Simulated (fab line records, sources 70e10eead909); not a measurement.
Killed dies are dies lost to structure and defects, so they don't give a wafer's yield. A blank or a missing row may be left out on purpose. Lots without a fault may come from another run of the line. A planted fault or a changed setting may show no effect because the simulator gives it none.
Which tool did it? | flow nand_harc | 14 lots, 42 wafers sampled, at 2 steps of a route of 1302

WHAT THE GAUGES READ, wafer by wafer
NHARC_HYBRID_BOND_INSPECT_06: inspects for defects (ir void).
lot  | measured     | on                | raw_defect_count
L114 | day 24 00:52 | defect_inspect-02 | 84 67 77
L116 | day 24 15:19 | defect_inspect-02 | 71 65 56
L117 | day 24 15:19 | defect_inspect-01 | 77 69 65
L119 | day 25 03:30 | defect_inspect-01 | 132 128 121
L121 | day 26 11:32 | defect_inspect-02 | 106 139 134
L120 | day 26 15:53 | defect_inspect-01 | 72 96 101
L122 | day 27 16:17 | defect_inspect-01 | 127 135 129
L126 | day 28 16:21 | defect_inspect-01 | 94 119 103
L127 | day 29 02:09 | defect_inspect-02 | 101 126 99
L128 | day 29 15:02 | defect_inspect-01 | 116 112 152
L133 | day 31 08:26 | defect_inspect-02 | 82 77 86
L135 | day 32 10:34 | defect_inspect-01 | 152 136 144
L134 | day 32 10:35 | defect_inspect-01 | 35 32 38
L137 | day 33 05:59 | defect_inspect-02 | 112 93 114

WHICH TOOL RAN EACH LOT (tool, then ch and the chambers of the sampled wafers, then the start)
lot  | NHARC_A_BONDPAD_ANNEAL_28
L114 | rtp_anneal-02 ch 0, day 23 13:29
L116 | rtp_anneal-02 ch 0, day 24 04:04
L117 | rtp_anneal-01 ch 0, day 24 07:20
L119 | rtp_anneal-02 ch 0, day 24 15:26
L121 | rtp_anneal-01 ch 0, day 25 22:20
L120 | rtp_anneal-02 ch 0, day 26 04:37
L122 | rtp_anneal-01 ch 0, day 27 05:37
L126 | rtp_anneal-01 ch 0, day 28 06:09
L127 | rtp_anneal-01 ch 0, day 28 15:43
L128 | rtp_anneal-02 ch 0, day 29 04:43
L133 | rtp_anneal-01 ch 0, day 30 21:59
L135 | rtp_anneal-01 ch 0, day 31 16:06
L134 | rtp_anneal-01 ch 0, day 31 17:33
L137 | rtp_anneal-01 ch 0, day 32 21:45
- NHARC_A_BONDPAD_ANNEAL_28: time 90 s.

WHAT THE TOOLS THEMSELVES READ (means of the sampled wafers that have a number; where no wafer has one, the mark that the record gives instead)
NHARC_A_BONDPAD_ANNEAL_28.
lot  | tool          | wafer_temp_C_max
L114 | rtp_anneal-02 | 225.9
L116 | rtp_anneal-02 | 225.9
L117 | rtp_anneal-01 | 226.7
L119 | rtp_anneal-02 | 226.0
L121 | rtp_anneal-01 | 226.7
L120 | rtp_anneal-02 | 226.0
L122 | rtp_anneal-01 | 226.6
L126 | rtp_anneal-01 | 226.6
L127 | rtp_anneal-01 | 226.7
L128 | rtp_anneal-02 | 225.9
L133 | rtp_anneal-01 | 227.3
L135 | rtp_anneal-01 | 226.6
L134 | rtp_anneal-01 | 226.2
L137 | rtp_anneal-01 | 226.7

THE ANSWER, worked out from the rows above alone
Rule: what is usual is taken from the lots themselves. Put in order of their means at a reading, lots are off if they are a third of the lots or fewer, leave a main group of 4 or more, and stand apart from it by a gap of 3 or more times the standard deviation of the main group's means; of several such gaps the widest counts. A main group whose means are all the same, to the digits that the tables above print for the reading, isn't used. A lot without any number at a reading at which 4 lots or more have one is off too. The other lots that the step has rows for count as sound. The gauges are gone through in route order, then the tools' own readings, and for those a lot's mean is taken as printed above. The first step at which some lot is off is used, and at that step the reading that is off furthest; a lot without a number counts as furthest.
No lot is off at any reading shown: from this, nothing can be told.

WHAT THE SIMULATOR HAD PUT IN
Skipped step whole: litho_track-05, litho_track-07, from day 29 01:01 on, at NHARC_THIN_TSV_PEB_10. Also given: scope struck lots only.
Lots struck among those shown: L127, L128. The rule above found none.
